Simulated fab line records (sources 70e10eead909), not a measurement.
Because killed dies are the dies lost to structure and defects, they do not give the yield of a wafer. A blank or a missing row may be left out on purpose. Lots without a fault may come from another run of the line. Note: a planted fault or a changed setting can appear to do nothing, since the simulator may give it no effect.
Struck lot and sound lot, side by side :: flow nandHarc :: 14 out of 1159 route steps
Sound: the wafers L623.2, L623.3, L623.4. The struck wafers were L634.1, L634.2, L634.4. The cause comes at the end.
At each step with rows: each side's tool, then ch and its chambers, then its first start. Under that, the readings that differ: sound wafers :: struck wafers :: difference of the means :: sigmas: that difference in standard deviations of wafers without a fault.
alike: readings whose means differ by less than 2 such deviations, and words and numbers that are the same on both sides. not compared: withheld readings, readings that some wafer has no value for, bounds like >300 that may hide the same value, and numbers for which the record gives no deviation and whose values overlap.
The two part at a step that has a row with sigmas, a row that says differs or no value, or rows on one side only. Non-overlapping numbers with no deviation appear without sigmas and do not part them. A reading that every wafer of one side lacks parts them only if that side has two wafers or more.

NHARC_A_BLC_STRIP_29: strips in CF4.
  sound on rieDiel-05 ch 1,2,3, day 17 21:59; struck on rieDiel-12 ch 0,1,3, day 20 20:51
reading: rfHoursCounterH (h)
sound: 24 13 22
struck: 9 9 9
difference: -11
sigmas: 
  alike: drypumpMotorCurrentA, mfcArSccm, oesProductAu, rfVppV, showerheadPlenumPTorr, throttleValvePct
NHARC_A_BLC_STRIP_21: strips in O2.
  sound on rieDiel-05 ch 1,2,3, day 17 22:05; struck on rieDiel-12 ch 0,1,2, day 20 20:58
reading: rfHoursCounterH (h)
sound: 13 24 22
struck: 9 9 9
difference: -11
sigmas: 
  alike: drypumpMotorCurrentA, mfcArSccm, oesProductAu, rfVppV, showerheadPlenumPTorr, throttleValvePct
then, 3 steps without rows for these wafers: NHARC_A_BLC_STRIP_22 (strips in post etch residue remover, time 600 s); NHARC_A_BLC_DEGAS_30 (time 60 s); NHARC_A_BLC_PRE_CLEAN_31 (time 15 s).
NHARC_A_BLC_PVD_32: deposits Ti, target thk 5 nm, time 17.7 s.
  sound on pvdSputter-03; struck on pvdSputter-01
  alike: throttleValvePct
NHARC_A_BLC_ALD_23: deposits TiN, target thk 3 nm, pulse time 1 s, ald cycles 150.
  sound on aldMetal-02 ch 0,1,2, day 17 22:44; struck on aldMetal-03 ch 0,1,2, day 20 21:37
  alike: heaterPowerW, precursorPulseHeightRel
NHARC_A_BLC_CVD_24: deposits W, target thk 150 nm, time 434 s.
  sound: cvdW-01 ch 0,1; struck: cvdW-02 ch 0,1
  alike: heaterPowerW, mfcArSccm, throttleValvePct
then, 2 steps without rows for these wafers: NHARC_A_BLC_CMP_25 (polishes, t overpolish 30 s, target thk 150 nm); NHARC_A_BLC_SRD_27.
NHARC_A_BLC_INSPECT_28:
  struck on defectInspect-02, day 20 23:13; sound on defectInspect-01, day 17 23:52
reading: rawDefectCount
sound: 732 816 741
struck: 591 418 442
difference: -279
sigmas: -2
NHARC_A_M0_DEP_00: deposits SiOC, target thk 150 nm.
  sound on pecvd-04 ch 1,2, day 17 23:56; struck on pecvd-02 ch 0,2, day 20 23:17
reading: rfFwdPowerW (W)
sound: 598.1 597.6 598.7
struck: 502.2 504.9 504.7
difference: -94.2
sigmas: -47
then, 1 step without rows for these wafers: NHARC_A_M0_DEHYDRATE_01 (time 120 s).
NHARC_END_SORT_01:
  here the record holds rows for the struck wafers (prober-01 ch 0, day 22 17:47) but none for the sound ones

WHERE THEY PART
Earliest at NHARC_A_BLC_INSPECT_28; latest, in this record, at NHARC_END_SORT_01.

WHY: the cause the simulator had injected
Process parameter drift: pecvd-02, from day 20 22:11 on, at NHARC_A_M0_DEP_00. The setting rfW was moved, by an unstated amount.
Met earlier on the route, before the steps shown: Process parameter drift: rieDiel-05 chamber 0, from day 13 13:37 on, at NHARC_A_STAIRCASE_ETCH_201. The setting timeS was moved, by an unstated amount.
